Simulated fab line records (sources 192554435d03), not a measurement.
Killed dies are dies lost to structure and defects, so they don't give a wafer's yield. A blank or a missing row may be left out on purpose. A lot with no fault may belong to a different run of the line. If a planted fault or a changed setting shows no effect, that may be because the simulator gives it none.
fab line records	flow n5-finfet
[record] lots = 7	wafers = 21
route steps=1938 shown ZERO_LAYER@9 PMOS_HMC_CHANNEL_EPI@63 FIN_SAQP@103 STI_FIN_REVEAL@190 SD_EPI_P@308
start-h: the number of hours between the record's first day and the start of the first shown wafer of the lot	wait-h: how many hours have passed since the lot's step before this one	" repeats the value in the row above	L1.1+2: several wafers, shown together as one row	- no value, or no start given	* or withheld: withheld	< > ~ a bound
route shown NAME@n: a module of which the file shows steps, and the number in the route of the first	usual: the fault-free wafers' mean and standard deviation	same: alike in all rows	chamber/n: place in a boat	sites: the reading at each site	_std_site: standard deviation across them	_edge_site: outer sites' mean less inner sites'	radius-mm: for every site, how far away it sits from the centre of the wafer	mask NAME#n: copy n	behind: the last tool/chamber to shape the wafer	hold: the reason the lot was held/the length of the hold in hours/how it ended	device: names the non-switching transistor (n, p or np)	end of line: at the end of the route, the tests of the same wafers	for a step that has no rows: nothing shown but its recipe	killed: not the wafer's yield, but the dies lost to structure and defects at the first sort	map: dies across one wafer; x = killed, . = not, _ = none there
set.NAME: the setting the step ran with; set.NAME@STEP: the setting that earlier step ran with	model.NAME: the simulator's own value behind a step, which no gauge read
lots run with intentionally changed settings; tables by step, rows by wafer
[[steps]]
[step N5_ZERO_LAYER_EXPOSE_08]
[recipe] mask-id = ZERO	na = 0.55	source-shape = conventional	sigma-outer = 0.8	polarization = unpolarized	defocus-nm = 0	target-cd-nm = 2000	dose-mj = 16.2
lot.wafer	tool	chamber	start-h	wait-h	mask	set.dose-mj
L077.4+5+6	krf-scanner-01	0	30.68	-	ZERO#0	16.2
L081.1	krf-scanner-01	0	54.47	-	ZERO#0	17
L081.5+6	"	0	"	"	ZERO#0	16.2
L083.3	krf-scanner-02	0	66.79	-	ZERO#0	16.56
L083.4+6	"	0	"	"	ZERO#0	16.2
L084.4+5+6	krf-scanner-01	0	72.61	-	ZERO#0	16.2
L088.2+5+6	krf-scanner-02	0	96.47	-	ZERO#0	16.2
L093.2	krf-scanner-02	0	126.60	-	ZERO#0	16.2
L093.3+5	"	0	"	"	ZERO#0	16.83
L097.2+5	krf-scanner-02	0	150.47	-	ZERO#0	16.77
L097.4	"	0	"	"	ZERO#0	16.2
[step N5_ZERO_LAYER_DEVELOP_10]
[recipe] develop-time-s = 60	rinse-liquid = diw	dry = air-spin	dev-temp-c = 21
lot.wafer	tool	chamber	start-h	wait-h	set.develop-time-s
L077.4+5+6	litho-track-04	0	-	-	60
L081.1	litho-track-05	0	-	-	66.34
L081.5+6	"	0	"	"	60
L083.3+4+6	litho-track-04	0	-	-	50.83
L084.4+5+6	litho-track-05	0	-	-	60
L088.2+5	litho-track-04	0	-	-	47.52
L088.6	"	0	"	"	60
L093.2+3+5	litho-track-03	0	-	-	60
L097.2+4	litho-track-03	0	-	-	72.87
L097.5	"	0	"	"	60
[step N5_ZERO_LAYER_HARDBAKE_23]
[recipe] temp-c = 130	time-s = 120
[step N5_ZERO_LAYER_CD_MEAS_11]
[recipe] target-cd-nm = 2000	landing-energy-ev = 500	detector = se-inlens
[usual] cd-nm = 2000.1/2.2
lot.wafer	tool	chamber	start-h	wait-h	set.dose-mj@ZERO_LAYER_EXPOSE_08	cd-nm
L077.4	cd-sem-02	0	30.84	-	16.2	2001.0
L077.5	"	0	"	"	16.2	2001.0
L077.6	"	0	"	"	16.2	2003.8
L081.1	cd-sem-02	0	54.64	-	17	2008.5
L081.5	"	0	"	"	16.2	1996.9
L081.6	"	0	"	"	16.2	1998.8
L083.3	cd-sem-03	0	66.96	-	16.56	2003.3
L083.4	"	0	"	"	16.2	1999.7
L083.6	"	0	"	"	16.2	1999.9
L084.4	cd-sem-02	0	72.77	-	16.2	2000.0
L084.5	"	0	"	"	16.2	2001.6
L084.6	"	0	"	"	16.2	2005.6
L088.2	cd-sem-01	0	96.64	-	16.2	1994.3
L088.5	"	0	"	"	16.2	1995.9
L088.6	"	0	"	"	16.2	1998.4
L093.2	cd-sem-03	0	126.77	-	16.2	1998.9
L093.3	"	0	"	"	16.83	2007.7
L093.5	"	0	"	"	16.83	2006.8
L097.2	cd-sem-01	0	150.64	-	16.77	2009.7
L097.4	"	0	"	"	16.2	2002.5
L097.5	"	0	"	"	16.77	2008.1
[step N5_ZERO_LAYER_DESCUM_16]
[recipe] chemistry = O2	time-s = 7.9	source-power-w = 50	bias-power-w = 20	pressure-mtorr = 20	rf-frequency-hz = 2.712e+07	temp-c = 40	o2-flow-sccm = 225
lot.wafer	tool	chamber	start-h	wait-h	set.dose-mj@ZERO_LAYER_EXPOSE_08	model.ZERO_LAYER.cd-nm
L077.4+5	rie-diel-03	0,3	30.87	0.0	16.2	2001
L077.6	"	2	"	"	16.2	2004
L081.1	rie-diel-03	0	54.68	0.0	17	2009
L081.5	"	0	"	"	16.2	1997
L081.6	"	3	"	"	16.2	1999
L083.3	rie-diel-06	3	67.11	0.1	16.56	2003
L083.4+6	"	1,3	"	"	16.2	2000
L084.4	rie-diel-06	2	72.80	0.0	16.2	2000
L084.5	"	1	"	"	16.2	2002
L084.6	"	2	"	"	16.2	2006
L088.2	rie-diel-03	3	96.91	0.3	16.2	1994
L088.5	"	0	"	"	16.2	1996
L088.6	"	1	"	"	16.2	1998
L093.2	rie-diel-05	2	126.80	0.0	16.2	1999
L093.3	"	0	"	"	16.83	2008
L093.5	"	3	"	"	16.83	2007
L097.2	rie-diel-05	1	151.51	0.9	16.77	2009
L097.4	"	3	"	"	16.2	2002
L097.5	"	2	"	"	16.77	-
[step N5_ZERO_LAYER_ETCH_17]
[recipe] chemistry = CF4	target = SiO2	target-depth-a = 120	time-s = 13.3	ion-energy-ev = 350	pressure-mtorr = 40	source-w = 450	bias-w = 215	Ar_flow_sccm = 100	cf4-flow-sccm = 100
lot.wafer	tool	chamber	start-h	wait-h	set.dose-mj@ZERO_LAYER_EXPOSE_08	model.ZERO_LAYER.cd-nm
L077.4+5	rie-diel-03	0,3	30.91	0.0	16.2	2001
L077.6	"	2	"	"	16.2	2004
L081.1	rie-diel-03	0	54.72	0.0	17	2009
L081.5	"	0	"	"	16.2	1997
L081.6	"	3	"	"	16.2	1999
L083.3	rie-diel-06	3	67.14	0.0	16.56	2003
L083.4+6	"	1,3	"	"	16.2	2000
L084.4	rie-diel-06	2	72.84	0.0	16.2	2000
L084.5	"	1	"	"	16.2	2002
L084.6	"	2	"	"	16.2	2006
L088.2	rie-diel-03	3	96.94	0.0	16.2	1994
L088.5	"	0	"	"	16.2	1996
L088.6	"	1	"	"	16.2	1998
L093.2	rie-diel-05	2	126.84	0.0	16.2	1999
L093.3	"	0	"	"	16.83	2008
L093.5	"	3	"	"	16.83	2007
L097.2	rie-diel-05	1	151.55	0.0	16.77	2009
L097.4	"	3	"	"	16.2	2002
L097.5	"	2	"	"	16.77	2008
[step N5_PMOS_HMC_CHANNEL_EPI_PEB_07]
[recipe] peb-temp-c = 110	peb-time-s = 60	resist = CAR-ArF-block
lot.wafer	tool	chamber	start-h	wait-h	set.peb-temp-c
L077.4+5+6	litho-track-04	0	35.01	0.0	110
L081.1+6	litho-track-04	0	58.92	0.1	110
L081.5	"	0	"	"	112.7
L083.3+6	litho-track-04	0	72.14	0.0	110
L083.4	"	0	"	"	106.7
L084.4+5+6	litho-track-01	0	77.10	0.0	110
L088.2+5	litho-track-04	0	101.70	0.0	110
L088.6	"	0	"	"	107.1
L093.2	litho-track-01	0	132.21	0.0	112.5
L093.3+5	"	0	"	"	110
L097.2+4+5	litho-track-05	0	156.62	0.0	110
[step N5_PMOS_HMC_CHANNEL_EPI_DEVELOP_08]
[recipe] develop-time-s = 30	developer = TMAH	resist = CAR-ArF-block	dev-temp-c = 23	rinse-liquid = diw	dry = air-spin
lot.wafer	tool	chamber	start-h	wait-h	set.develop-time-s
L077.4+6	litho-track-04	0	-	-	36.14
L077.5	"	0	"	"	30
L081.1+5+6	litho-track-04	0	-	-	30
L083.3+4+6	litho-track-04	0	-	-	30
L084.4+5+6	litho-track-01	0	-	-	30
L088.2	litho-track-04	0	-	-	30
L088.5+6	"	0	"	"	23.38
L093.2+3+5	litho-track-01	0	-	-	30
L097.2+4+5	litho-track-05	0	-	-	30
[step N5_PMOS_HMC_CHANNEL_EPI_CD_MEAS_09]
[recipe] target-cd-nm = 237.4	landing-energy-ev = 500	detector = se-inlens
[usual] cd-nm = 236.8/0.9
lot.wafer	tool	chamber	start-h	wait-h	set.peb-temp-c@PMOS_HMC_CHANNEL_EPI_PEB_07	cd-nm
L077.4	cd-sem-01	0	35.08	-	110	236.8
L077.5	"	0	"	"	110	235.7
L077.6	"	0	"	"	110	236.8
L081.1	cd-sem-01	0	58.98	-	110	236.7
L081.5	"	0	"	"	112.7	244.8
L081.6	"	0	"	"	110	237.8
L083.3	cd-sem-01	0	72.20	-	110	239.1
L083.4	"	0	"	"	106.7	227.3
L083.6	"	0	"	"	110	236.9
L084.4	cd-sem-03	0	77.17	-	110	236.4
L084.5	"	0	"	"	110	235.3
L084.6	"	0	"	"	110	237.5
L088.2	cd-sem-03	0	101.77	-	110	237.3
L088.5	"	0	"	"	110	234.3
L088.6	"	0	"	"	107.1	226.2
L093.2	cd-sem-02	0	132.28	-	112.5	242.2
L093.3	"	0	"	"	110	235.0
L093.5	"	0	"	"	110	236.6
L097.2	cd-sem-02	0	156.69	-	110	236.0
L097.4	"	0	"	"	110	234.9
L097.5	"	0	"	"	110	237.0
[step N5_PMOS_HMC_CHANNEL_EPI_DESCUM_14]
[recipe] chemistry = O2	time-s = 7.9	source-power-w = 50	bias-power-w = 20	pressure-mtorr = 20	rf-frequency-hz = 2.712e+07	temp-c = 40	resist = CAR-ArF-block	o2-flow-sccm = 225
lot.wafer	tool	chamber	start-h	wait-h	set.peb-temp-c@PMOS_HMC_CHANNEL_EPI_PEB_07	model.PMOS_HMC_CHANNEL_EPI.cd-nm
L077.4	rie-diel-05	0	35.16	0.0	110	237.1
L077.5	"	1	"	"	110	235.5
L077.6	"	0	"	"	110	237.3
L081.1	rie-diel-03	3	59.24	0.2	110	236.9
L081.5	"	2	"	"	112.7	244.9
L081.6	"	3	"	"	110	238
L083.3	rie-diel-06	0	72.32	0.1	110	239.2
L083.4	"	2	"	"	106.7	227
L083.6	"	1	"	"	110	237.1
L084.4	rie-diel-06	3	77.25	0.0	110	236.7
L084.5	"	0	"	"	110	235.1
L084.6	"	3	"	"	110	238
L088.2	rie-diel-06	2	101.85	0.0	110	237.1
L088.5	"	3	"	"	110	234.4
L088.6	"	0	"	"	107.1	226
L093.2	rie-diel-06	3	132.39	0.1	112.5	242
L093.3	"	2	"	"	110	235
L093.5	"	1	"	"	110	236.8
L097.2	rie-diel-05	0	156.78	0.0	110	235.9
L097.4	"	3	"	"	110	235
L097.5	"	3	"	"	110	236.6
[step N5_PMOS_HMC_CHANNEL_EPI_ETCH_32]
[recipe] chemistry = N2/H2	target = BARC	stop-on = SiO2	target-depth-a = 858	over-etch-frac = 0.3	time-s = 50.3	ion-energy-ev = 200	mask-material = CAR-ArF-block	pressure-mtorr = 30	source-w = 840	bias-w = 150	n2-flow-sccm = 200	h2-flow-sccm = 200
[step N5_PMOS_HMC_CHANNEL_EPI_HM_OPEN_15]
[recipe] chemistry = CHF3/O2	target = SiO2	mask-material = CAR-ArF-block	target-depth-a = 406	CHF3_flow_sccm = 50	O2_flow_sccm = 5	Ar_flow_sccm = 200	time-s = 20.3	pressure-mtorr = 30	source-w = 650	bias-w = 170	ion-energy-ev = 200
[step N5_PMOS_HMC_CHANNEL_EPI_STRIP_33]
[recipe] chemistry = N2/H2	power-w = 500	temp-c = 40	pressure-mtorr = 50	rf-frequency-hz = 6e+07	overash-fraction = 0.3	bias-power-w = 8	h2-frac = 0.5	n2-flow-sccm = 300	h2-flow-sccm = 300
[step N5_PMOS_HMC_CHANNEL_EPI_STRIP_17]
[recipe] chemistry = SPM	time-s = 750	temp-c = 130	h2so4-h2o2-vol-ratio = 4	dry = ipa-marangoni
[step N5_PMOS_HMC_CHANNEL_EPI_ETCH_38]
[recipe] chemistry = CF4	target = SiO2	target-depth-a = 15	ion-energy-ev = 350	pressure-mtorr = 10	icp-w = 800	bias-w = 400	cf4-flow-sccm = 80
lot.wafer	tool	chamber	start-h	wait-h	set.peb-temp-c@PMOS_HMC_CHANNEL_EPI_PEB_07	model.PMOS_HMC_CHANNEL_EPI.cd-nm
L077.4	rie-si-06	0	35.60	0.0	110	239.9
L077.5	"	1	"	"	110	238.8
L077.6	"	0	"	"	110	240.5
L081.1	rie-si-03	0	59.70	0.0	110	239.3
L081.5	"	1	"	"	112.7	247.5
L081.6	"	0	"	"	110	241.2
L083.3	rie-si-05	3	72.96	0.0	110	241.5
L083.4	"	0	"	"	106.7	229.1
L083.6	"	2	"	"	110	238.6
L084.4	rie-si-06	1	77.68	0.0	110	239.4
L084.5	"	3	"	"	110	237.2
L084.6	"	0	"	"	110	240.1
L088.2	rie-si-03	3	102.29	0.0	110	240.1
L088.5	"	0	"	"	110	238.3
L088.6	"	3	"	"	107.1	228.8
L093.2	rie-si-05	1	132.83	0.0	112.5	244.6
L093.3	"	2	"	"	110	237.3
L093.5	"	0	"	"	110	238
L097.2	rie-si-05	0	157.21	0.0	110	238.2
L097.4	"	3	"	"	110	237.6
L097.5	"	3	"	"	110	239.6
[step N5_FIN_SAQP_COAT_49]
[recipe] resist = SOC	temp-c = 250	time-s = 60	spin-rpm = 1500	resist-thk-nm = 100
lot.wafer	tool	chamber	start-h	wait-h	set.spin-rpm	model.SOC_of_FIN_SAQP_COAT_49.thk-nm
L077.4	litho-track-04	0	39.61	0.0	1546	98.5
L077.5	"	0	"	"	1546	98.77
L077.6	"	0	"	"	1500	100.3
L081.1	litho-track-03	0	63.27	0.1	1632	95.82
L081.5	"	0	"	"	1500	99.84
L081.6	"	0	"	"	1632	95.95
L083.3	litho-track-04	0	76.77	0.1	1666	95.01
L083.4	"	0	"	"	1500	100
L083.6	"	0	"	"	1666	95.14
L084.4	litho-track-03	0	81.60	0.0	1500	100.2
L084.5	"	0	"	"	1500	100.1
L084.6	"	0	"	"	1500	99.96
L088.2	litho-track-03	0	106.36	0.1	1556	98.07
L088.5	"	0	"	"	1500	99.93
L088.6	"	0	"	"	1500	100.1
L093.2	litho-track-03	0	137.22	0.1	1500	99.86
L093.3	"	0	"	"	1561	97.57
L093.5	"	0	"	"	1500	100.1
L097.2	litho-track-03	0	160.98	0.1	1500	100.4
L097.4	"	0	"	"	1343	106.2
L097.5	"	0	"	"	1500	100.7
[step N5_FIN_SAQP_COAT_50]
[recipe] resist = SiARC	temp-c = 220	time-s = 60	spin-rpm = 1500	resist-thk-nm = 35
[step N5_FIN_SAQP_COAT_10]
[recipe] resist = CAR-ArF	spin-rpm = 1500	resist-thk-nm = 90
[step N5_FIN_SAQP_DESCUM_21]
[recipe] chemistry = O2	time-s = 7.9	source-power-w = 50	bias-power-w = 20	pressure-mtorr = 20	rf-frequency-hz = 2.712e+07	temp-c = 40	resist = CAR-ArF	o2-flow-sccm = 225
[step N5_FIN_SAQP_ETCH_51]
[recipe] chemistry = CF4	target = SiARC	target-depth-a = 455	mask-material = CAR-ArF	time-s = 75.8	ion-energy-ev = 80	pressure-mtorr = 40	source-w = 545	bias-w = 36	Ar_flow_sccm = 100	cf4-flow-sccm = 100	ends = cleared
[step N5_FIN_SAQP_ETCH_52]
[recipe] chemistry = N2/H2	target = SOC	target-depth-a = 1000	overetch-a = 200	mask-material = SiARC	temp-c = 40	time-s = 150	ion-energy-ev = 200	pressure-mtorr = 30	source-w = 840	bias-w = 150	n2-flow-sccm = 200	h2-flow-sccm = 200	ends = end-point
lot.wafer	tool	chamber	start-h	wait-h	set.spin-rpm@FIN_SAQP_COAT_49	model.etch.depth-nm
L077.4	rie-diel-02	2	40.05	0.0	1546	98.5
L077.5	"	3	"	"	1546	98.77
L077.6	"	0	"	"	1500	100.3
L081.1	rie-diel-02	0	64.02	0.1	1632	95.82
L081.5	"	3	"	"	1500	99.84
L081.6	"	0	"	"	1632	95.95
L083.3	rie-diel-01	3	77.20	0.0	1666	95.01
L083.4	"	2	"	"	1500	100
L083.6	"	2	"	"	1666	95.14
L084.4	rie-diel-04	0	82.03	0.0	1500	100.2
L084.5	"	2	"	"	1500	100.1
L084.6	"	3	"	"	1500	99.96
L088.2	rie-diel-04	3	107.08	0.0	1556	98.07
L088.5	"	2	"	"	1500	99.93
L088.6	"	3	"	"	1500	100.1
L093.2	rie-diel-04	1	137.84	0.0	1500	99.86
L093.3	"	2	"	"	1561	97.57
L093.5	"	1	"	"	1500	100.1
L097.2	rie-diel-01	3	161.72	0.0	1500	100.4
L097.4	"	2	"	"	1343	106.2
L097.5	"	0	"	"	1500	100.7
[step N5_STI_FIN_REVEAL_ETCHBACK_08]
[recipe] chemistry = C4F6/O2	target = SiO2	target-depth-a = 305	time-s = 10.167	ion-energy-ev = 250	pressure-mtorr = 30	source-w = 345	bias-w = 185	Ar_flow_sccm = 300	C4F6_flow_sccm = 10	O2_flow_sccm = 10
lot.wafer	tool	chamber	start-h	wait-h	set.time-s
L077.4+6	rie-diel-01	1,2	52.23	0.1	10.167
L077.5	"	3	"	"	9.501
L081.1+6	rie-diel-02	3,2	76.42	0.2	8.584
L081.5	"	1	"	"	10.167
L083.3+4	rie-diel-02	3,2	89.60	0.3	10.167
L083.6	"	1	"	"	11.84
L084.4+5+6	rie-diel-02	1,2,3	93.49	0.1	10.167
L088.2+5+6	rie-diel-04	3,2,3	118.66	0.2	10.167
L093.2+3	rie-diel-01	1,0	150.04	0.2	9.016
L093.5	"	2	"	"	10.167
L097.2+4	rie-diel-04	1,0	173.70	0.2	12.34
L097.5	"	3	"	"	10.167
[step N5_STI_FIN_REVEAL_PRECLEAN_17]
[recipe] chemistry = NF3:NH3	afs-cycles = 1	temp-c = 30	time-s = 20	sublimation-temp-c = 180	sublimation-time-s = 60	pressure-torr = 3	rf-power-w = 30
lot.wafer	tool	chamber	start-h	wait-h	set.time-s
L077.4+5+6	remote-plasma-02	0	54.49	0.1	20
L081.1+5+6	remote-plasma-01	0	78.56	0.0	20
L083.3+6	remote-plasma-01	1	91.81	0.1	16.93
L083.4	"	1	"	"	20
L084.4+5+6	remote-plasma-02	0	95.70	0.1	20
L088.2+5+6	remote-plasma-02	1	120.82	0.1	20
L093.2+3	remote-plasma-01	1	152.21	0.1	20
L093.5	"	1	"	"	23.04
L097.2+4+5	remote-plasma-02	0	175.87	0.1	20
[step N5_STI_FIN_REVEAL_ETCH_34]
[recipe] chemistry = H2	mode = isotropic	material = Si	target = Si	target-depth-a = 9.7	temp-c = 20	pressure-mtorr = 4.5	icp-w = 300	bias-w = 0	h2-flow-sccm = 7.5	he-flow-sccm = 142.5
[step N5_STI_FIN_REVEAL_OXIDATION_31]
[recipe] chemistry = O2_PLASMA_REMOTE	temp-c = 150	time-s = 20	pressure-mtorr = 1000	source-power-w = 2000	o2-flow-sccm = 3000
[step N5_STI_FIN_REVEAL_SRD_23]
[recipe] dry = ipa-marangoni	time-s = 30	temp-c = 23	rinse-liquid = diw
[step N5_STI_FIN_REVEAL_FIN_H_MEAS_10]
[usual] trench-depth-nm = 51.9/0.65
lot.wafer	tool	chamber	start-h	wait-h	set.time-s@STI_FIN_REVEAL_ETCHBACK_08	trench-depth-nm
L077.4	ocd-01	-	55.21	0.0	10.167	52.9
L077.5	"	-	"	"	9.501	51.0
L077.6	"	-	"	"	10.167	52.2
L081.1	ocd-01	-	79.41	0.0	8.584	46.9
L081.5	"	-	"	"	10.167	52.5
L081.6	"	-	"	"	8.584	47.7
L083.3	ocd-01	-	92.58	0.0	10.167	51.2
L083.4	"	-	"	"	10.167	51.4
L083.6	"	-	"	"	11.84	56.0
L084.4	ocd-02	-	96.46	0.0	10.167	53.1
L084.5	"	-	"	"	10.167	52.4
L084.6	"	-	"	"	10.167	51.8
L088.2	ocd-02	-	121.67	0.0	10.167	53.6
L088.5	"	-	"	"	10.167	53.0
L088.6	"	-	"	"	10.167	53.6
L093.2	ocd-01	-	152.99	0.0	9.016	49.7
L093.3	"	-	"	"	9.016	48.3
L093.5	"	-	"	"	10.167	52.2
L097.2	ocd-01	-	176.65	0.0	12.34	58.7
L097.4	"	-	"	"	12.34	58.3
L097.5	"	-	"	"	10.167	51.4
[step N5_SD_EPI_P_ETCH_37]
[recipe] chemistry = N2/H2	target = SOC	overetch-a = 1080	mask-material = SiARC	temp-c = 40	ion-energy-ev = 100	source-w = 3000	bias-w = 133	pressure-mtorr = 20	time-s = 486	n2-flow-sccm = 200	h2-flow-sccm = 200	ends = end-point
[usual] rf-vpp-V = 240.6/1.3
lot.wafer	tool	chamber	start-h	wait-h	set.source-w	rf-vpp-V	model.SiARC_of_SD_EPI_P_COAT_35.thk-nm
L077.4	rie-diel-03	0	72.26	0.0	3000	240.8	19.6
L077.5	"	3	"	"	3000	239.5	20
L077.6	"	0	"	"	3000	240.6	19.6
L081.1	rie-diel-03	1	96.33	0.0	3000	241.5	20
L081.5	"	1	"	"	3000	242.9	20.2
L081.6	"	0	"	"	3268	232.9	18.6
L083.3	rie-diel-03	3	111.37	0.0	3000	241.2	20
L083.4	"	3	"	"	3000	239.8	20
L083.6	"	0	"	"	3000	239.5	19.6
L084.4	rie-diel-03	0	114.63	0.2	3000	240.2	19.8
L084.5	"	2	"	"	3000	241.0	20.6
L084.6	"	3	"	"	3000	240.2	20.2
L088.2	rie-diel-03	0	137.23	0.0	3000	241.5	19.6
L088.5	"	1	"	"	3426	230.0	18.4
L088.6	"	2	"	"	3000	240.7	20.2
L093.2	rie-diel-05	3	170.62	0.0	2630	250.8	21.6
L093.3	"	0	"	"	3000	241.7	19.6
L093.5	"	1	"	"	3000	239.6	19.6
L097.2	rie-diel-06	2	192.82	0.0	3000	239.7	19.4
L097.4	"	1	"	"	3000	240.5	20
L097.5	"	2	"	"	3000	239.7	19.4
[step N5_SD_EPI_P_STRIP_38]
[recipe] chemistry = N2/H2	temp-c = 40	n2-flow-sccm = 200	h2-flow-sccm = 200	rf-frequency-hz = 6e+07
[step N5_SD_EPI_P_ETCHBACK_46]
[recipe] chemistry = CH3F/O2	mode = anisotropic-etchback	target = SiNx	target-depth-a = 175	stop-on = SiO2	over-etch-frac = 0.3	ion-energy-ev = 120	pressure-mtorr = 30	source-w = 395	bias-w = 73	Ar_flow_sccm = 150	CH3F_flow_sccm = 30	O2_flow_sccm = 20
lot.wafer	tool	chamber	start-h	wait-h	set.source-w@SD_EPI_P_ETCH_37	model.SiARC_of_SD_EPI_P_COAT_35.thk-nm
L077.4+6	rie-diel-03	0	72.58	0.0	3000	15
L077.5	"	3	"	"	3000	15.6
L081.1	rie-diel-03	1	96.66	0.0	3000	15.6
L081.5	"	1	"	"	3000	15.8
L081.6	"	0	"	"	3268	14
L083.3	rie-diel-03	3	111.69	0.0	3000	15.6
L083.4	"	3	"	"	3000	15.4
L083.6	"	0	"	"	3000	15
L084.4	rie-diel-03	0	114.85	0.1	3000	15
L084.5	"	2	"	"	3000	16.2
L084.6	"	3	"	"	3000	15.6
L088.2	rie-diel-03	0	137.55	0.0	3000	15
L088.5	"	1	"	"	3426	13.8
L088.6	"	2	"	"	3000	15.8
L093.2	rie-diel-05	3	170.95	0.0	2630	17.2
L093.3+5	"	0,1	"	"	3000	15
L097.2+5	rie-diel-06	2	193.14	0.0	3000	14.8
L097.4	"	1	"	"	3000	15.4
[[key]]
[split] step = N5_ZERO_LAYER_EXPOSE_08	setting = dose-mj	stated = 16.2	by = wafer
[response] step = N5_ZERO_LAYER_CD_MEAS_11	reading = cd-nm	change = +2.03	per = 1%	r = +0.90
[response] step = N5_ZERO_LAYER_DESCUM_16	reading = model.ZERO_LAYER.cd-nm	change = +2.09	per = 1%	r = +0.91
[response] step = N5_ZERO_LAYER_ETCH_17	reading = model.ZERO_LAYER.cd-nm	change = +2.05	per = 1%	r = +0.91
[split] step = N5_ZERO_LAYER_DEVELOP_10	setting = develop-time-s	stated = 60	by = wafer
response none clear
[split] step = N5_PMOS_HMC_CHANNEL_EPI_PEB_07	setting = peb-temp-c	stated = 110	by = wafer
[response] step = N5_PMOS_HMC_CHANNEL_EPI_CD_MEAS_09	reading = cd-nm	change = +3.34	per = 1%	r = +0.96
[response] step = N5_PMOS_HMC_CHANNEL_EPI_DESCUM_14	reading = model.PMOS_HMC_CHANNEL_EPI.cd-nm	change = +3.36	per = 1%	r = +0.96
[response] step = N5_PMOS_HMC_CHANNEL_EPI_ETCH_38	reading = model.PMOS_HMC_CHANNEL_EPI.cd-nm	change = +3.45	per = 1%	r = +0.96
[split] step = N5_PMOS_HMC_CHANNEL_EPI_DEVELOP_08	setting = develop-time-s	stated = 30	by = wafer
response none clear
[split] step = N5_FIN_SAQP_COAT_49	setting = spin-rpm	stated = 1500	by = wafer
[response] step = N5_FIN_SAQP_COAT_49	reading = model.SOC_of_FIN_SAQP_COAT_49.thk-nm	change = -0.491	per = 1%	r = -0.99
[response] step = N5_FIN_SAQP_ETCH_52	reading = model.etch.depth-nm	change = -0.491	per = 1%	r = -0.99
[split] step = N5_STI_FIN_REVEAL_ETCHBACK_08	setting = time-s	stated = 10.167	by = wafer
[response] step = N5_STI_FIN_REVEAL_FIN_H_MEAS_10	reading = trench-depth-nm	change = +0.31	per = 1%	r = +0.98
[split] step = N5_STI_FIN_REVEAL_PRECLEAN_17	setting = time-s	stated = 20	by = wafer
response none clear
[split] step = N5_SD_EPI_P_ETCH_37	setting = source-w	stated = 3000	by = wafer
[response] step = N5_SD_EPI_P_ETCH_37	reading = rf-vpp-V	change = -0.844	per = 1%	r = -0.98
[response] step = N5_SD_EPI_P_ETCH_37	reading = model.SiARC_of_SD_EPI_P_COAT_35.thk-nm	change = -0.137	per = 1%	r = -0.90
[response] step = N5_SD_EPI_P_ETCHBACK_46	reading = model.SiARC_of_SD_EPI_P_COAT_35.thk-nm	change = -0.15	per = 1%	r = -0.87
